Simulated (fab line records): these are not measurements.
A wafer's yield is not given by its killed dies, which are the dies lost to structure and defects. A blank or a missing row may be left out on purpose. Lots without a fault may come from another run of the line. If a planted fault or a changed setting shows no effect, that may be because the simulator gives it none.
Chamber matching | flow n5Finfet | 4 sister chambers for N5_MOL_CONTACT_COAG_ETCHBACK_134 on rieDiel-05
The step etches SiO2 in CHF3, target depth 10 nm, time 6.7 s. 4 wafers are shown with their chamber, then 10 later ones without.

## EACH WAFER AND ITS CHAMBER
wafer  | chamber | rfVppV (V)
L081.2 | 1       | 505
L083.3 | 3       | 541
L084.2 | 2       | 533
L084.4 | 0       | 527

## WAFERS WHOSE CHAMBER IS MISSING
wafer  | rfVppV (V)
L084.5 | 533
L091.1 | 542
L091.2 | 534
L091.4 | 506
L096.2 | 542
L096.3 | 527
L096.4 | 533
L097.1 | 542
L097.2 | 527
L097.4 | 533

## CHAMBER TAKEN BY EACH
wafer  | from the rows above | in truth
L084.5 | 2                   | 2
L091.1 | 3                   | 3
L091.2 | 2                   | 2
L091.4 | 1                   | 1
L096.2 | 3                   | 3
L096.3 | 0                   | 0
L096.4 | 2                   | 2
L097.1 | 3                   | 3
L097.2 | 0                   | 0
L097.4 | 2                   | 2
Placed correctly: 10 of 10. From these rows, 0 cannot be placed. Placed wrongly: 0.
How it was worked out, from the rows above alone: a wafer's distance from a chamber is the root of the sum, over the readings, of the square of ((its reading less the chamber's mean) divided by the reading's scatter). The wafer belongs to the nearest chamber; if the next one is less than 2 further off, it can't be placed. Each chamber's mean is taken over the wafers shown for it. The scatter (one wafer shown for each chamber): square how far every hidden wafer sits from the nearest shown wafer, average those squares and take the square root.
